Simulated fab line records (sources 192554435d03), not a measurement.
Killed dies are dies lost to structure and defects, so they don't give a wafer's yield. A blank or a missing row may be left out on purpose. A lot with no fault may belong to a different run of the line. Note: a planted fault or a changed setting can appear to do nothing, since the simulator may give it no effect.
What tool caused it? ; flow n5 finfet ; 30 wafers from 10 lots sampled at 5 of the route's 1938 steps

== WHAT EACH GAUGE READ, for each wafer ==
N5_BEOL_M0_OCD_MEAS_108. Usual: 32.4 nm for trench depth nm, sd 0.65.
lot;measured;on;trench depth nm (nm);flag
L266;day 7 00:45;ocd-02;33.4 32.0 32.3;
L270;day 8 00:04;ocd-02;32.8 32.6 32.7;
L275;day 9 22:30;ocd-02;33.7 31.6 32.5;
L277;day 10 03:38;ocd-02;31.5 32.2 32.2;
L280;day 10 17:54;ocd-02;31.5 31.4 32.2;
L279;day 10 18:01;ocd-02;31.9 31.7 32.5;
L281;day 11 02:10;ocd-02;31.2 32.8 31.9;
L282;day 11 07:09;ocd-02;33.8 32.3 32.2;
L283;day 11 07:11;ocd-02;32.0 32.2 32.0;
L284;day 11 13:10;ocd-02;31.9 32.2 32.0;

N5_BEOL_M4_RC_MEAS_101. Usual: DIBL_N 36.3 mV/V, standard deviation 2; DIBL_P 36.3 mV/V, standard deviation 2.4; IOFF_N 0.16 nA/um, standard deviation 0.034; IOFF_P 0.21 nA/um, standard deviation 0.035; ION_N 672 uA/um, standard deviation 12; ION_P 459 uA/um, standard deviation 6.5; SS_N 71.6 mV/dec, standard deviation 0.67; SS_P 73.3 mV/dec, standard deviation 0.71; VT_N 250 mV, standard deviation 3.5; VT_P -251 mV, standard deviation 3.
lot;measured;on;DIBL_N (mV/V);DIBL_P (mV/V);IOFF_N (nA/um);IOFF_P (nA/um);ION_N (uA/um);ION_P (uA/um);SS_N (mV/dec);SS_P (mV/dec);VT_N (mV);VT_P (mV);flag
L266;day 9 05:11;prober-02;35.9 39.3 35.9;34.6 38.7 34.3;0.14 0.22 0.15;0.17 0.23 0.16;657 689 672;444 463 452;71.6 73.1 72.0;73.7 74.5 73.3;255 247 251;-256 -251 -256;
L270;day 11 02:29;prober-02;36.2 40.1 39.7;34.9 40.8 37.9;0.14 0.23 0.20;0.16 0.26 0.21;668 681 677;452 462 453;71.8 72.4 73.6;73.0 73.9 73.3;253 245 252;-257 -251 -252;
L275;day 13 00:21;prober-01;40.2 37.9 37.9;39.4 37.2 36.3;0.22 0.17 0.16;0.27 0.22 0.21;683 667 667;469 463 457;72.0 71.9 71.3;74.3 74.1 74.1;245 249 251;-246 -249 -251;
L277;day 13 14:58;prober-02;36.1 36.9 36.7;37.3 37.7 38.0;0.15 0.16 0.16;0.22 0.22 0.22;661 669 684;462 469 474;71.3 70.7 72.0;73.1 72.8 73.5;249 249 249;-248 -245 -248;
L280;day 13 20:22;prober-02;36.9 34.1 39.1;37.5 33.3 39.4;0.17 0.12 0.21;0.21 0.14 0.23;678 659 682;459 448 458;71.0 70.7 72.3;73.6 72.5 73.4;248 255 246;-251 -256 -251;
L279;day 14 07:01;prober-02;37.0 34.8 38.7;38.8 34.8 38.5;0.20 0.15 0.24;0.25 0.19 0.24;682 666 676;462 454 458;71.8 71.2 72.4;74.3 74.1 74.0;247 249 244;-248 -252 -249;
L281;day 13 08:12;prober-02;36.1 35.3 33.6;35.6 35.6 32.8;0.18 0.17 0.13;0.19 0.19 0.15;695 681 672;465 459 451;71.7 71.2 71.2;73.0 72.9 72.8;246 247 252;-253 -252 -256;
L282;day 14 05:52;prober-01;37.9 37.1 40.2;38.8 37.0 40.1;0.20 0.18 0.24;0.25 0.22 0.28;699 679 693;473 463 469;72.3 71.9 72.8;74.4 73.8 74.6;245 246 243;-248 -249 -250;
L283;day 14 01:46;prober-02;36.8 33.8 34.3;36.2 32.4 33.0;0.16 0.12 0.13;0.20 0.15 0.16;676 666 672;458 460 459;71.6 70.9 70.7;74.0 72.0 72.4;251 255 253;-249 -256 -252;
L284;day 14 14:23;prober-01;36.8 37.2 36.1;37.1 37.9 36.1;0.19 0.20 0.18;0.22 0.24 0.21;680 679 684;459 459 462;71.8 72.0 72.0;73.0 73.4 72.6;248 246 245;-249 -248 -251;

== WHICH TOOL RAN EACH LOT (tool, then ch and the chambers of the sampled wafers, then the start) ==
lot;N5_BEOL_M0_ANNEAL_135;N5_BEOL_M1_ILD_DEP_00;N5_BEOL_M1_COAT_61
L266;pvd sputter-03, day 7 03:20;pecvd-03 ch 1,2, day 7 04:29;litho track-01 ch 0, day 7 05:11
L270;pvd sputter-02, day 8 02:47;pecvd-04 ch 0,2, day 8 04:16;litho track-01 ch 0, day 8 06:49
L275;pvd sputter-03, day 10 00:02;pecvd-01 ch 0,1, day 10 01:11;litho track-01 ch 0, day 10 03:17
L277;pvd sputter-03, day 10 04:55;pecvd-03 ch 1,2, day 10 06:11;litho track-01 ch 0, day 10 06:56
L280;pvd sputter-02, day 10 19:02;pecvd-03 ch 0,1,2, day 10 20:11;litho track-03 ch 0, day 10 21:52
L279;pvd sputter-03, day 10 21:01;pecvd-04 ch 1,2, day 10 22:10;litho track-01 ch 0, day 10 22:44
L281;pvd sputter-02, day 11 03:22;pecvd-04 ch 1,2, day 11 04:31;litho track-02 ch 0, day 11 05:11
L282;pvd sputter-02, day 11 09:20;pecvd-01 ch 1,2, day 11 10:29;litho track-02 ch 0, day 11 10:52
L283;pvd sputter-02, day 11 08:54;pecvd-01 ch 0,2, day 11 10:03;litho track-02 ch 0, day 11 10:22
L284;pvd sputter-02, day 11 14:49;pecvd-04 ch 1,2, day 11 16:44;litho track-03 ch 0, day 11 17:38
- N5_BEOL_M0_ANNEAL_135: time 60 s.
- N5_BEOL_M1_ILD_DEP_00: deposits SiOC from DEMS/O2, target thk 79 nm, time 15.3 s.
- N5_BEOL_M1_COAT_61: time 60 s, resist thk 60 nm.

== WHAT THE TOOLS THEMSELVES READ (means of the sampled wafers that have a number; where no wafer has one, the mark that the record gives instead) ==
N5_BEOL_M0_ANNEAL_135. Usual: heater power w 843 W, standard deviation 68; susceptor_temp_C_max 401.0, standard deviation 0.3.
lot;tool;heater power w (W);susceptor_temp_C_max;flag
L266;pvd sputter-03;817;400.9;
L270;pvd sputter-02;867;401.0;
L275;pvd sputter-03;844;400.9;
L277;pvd sputter-03;869;401.1;
L280;pvd sputter-02;894;400.8;
L279;pvd sputter-03;774;401.0;
L281;pvd sputter-02;850;401.1;
L282;pvd sputter-02;878;400.7;
L283;pvd sputter-02;837;401.2;
L284;pvd sputter-02;852;401.1;

N5_BEOL_M1_ILD_DEP_00. Usual: heater power w 472 W, standard deviation 68; showerhead plenum p Torr 5.699 Torr, standard deviation 0.018; throttle valve pct 11.8 %, standard deviation 0.51.
lot;tool;heater power w (W);showerhead plenum p Torr (Torr);throttle valve pct (%);flag
L266;pecvd-03;527;5.675;11.8;
L270;pecvd-04;429;5.699;11.8;
L275;pecvd-01;424;5.689;11.8;
L277;pecvd-03;512;5.694;12.1;
L280;pecvd-03;547;5.698;12.0;
L279;pecvd-04;451;5.700;11.4;
L281;pecvd-04;456;5.693;11.2;
L282;pecvd-01;438;5.695;11.2;
L283;pecvd-01;535;5.710;11.2;
L284;pecvd-04;442;5.703;11.4;

N5_BEOL_M1_COAT_61. Usual: resist line temp C 22.99 C, standard deviation 0.11; spin speed rpm 1499.9 rpm, standard deviation 0.89.
lot;tool;resist line temp C (C);spin speed rpm (rpm);flag
L266;litho track-01;22.87;1500.0;
L270;litho track-01;23.07;1499.4;
L275;litho track-01;23.03;1138.2;OFF
L277;litho track-01;23.03;1137.5;OFF
L280;litho track-03;22.82;1500.6;
L279;litho track-01;22.98;1138.5;OFF
L281;litho track-02;23.00;1499.9;
L282;litho track-02;23.06;1499.6;
L283;litho track-02;22.84;1498.4;
L284;litho track-03;23.00;1499.6;

== THE ANSWER, worked out from the rows above alone ==
Rule: a lot counts as off when the mean over its wafers that have a number is more than 3 standard deviations away from the usual mean. Also off: a lot with no number at a reading for which 4 or more lots have one. All remaining lots with rows at the step are treated as sound. Order of review: gauges by route order, followed by the tools' own readings, for which a lot's mean as printed above is used. The first step at which some lot is off is used, and at that step the reading that is off furthest; a lot without a number counts as furthest.
Off at N5_BEOL_M1_COAT_61 (spin speed rpm): L275, L277, L279.
If a tool, at that step or one of the process steps before it, ran each lot that is off and ran no sound lot following the first of them, it fits. This does not decide it: 2 tools fit, namely pvd sputter-03 at N5_BEOL_M0_ANNEAL_135 and litho track-01 at N5_BEOL_M1_COAT_61.

== WHAT THE SIMULATOR PUT IN ==
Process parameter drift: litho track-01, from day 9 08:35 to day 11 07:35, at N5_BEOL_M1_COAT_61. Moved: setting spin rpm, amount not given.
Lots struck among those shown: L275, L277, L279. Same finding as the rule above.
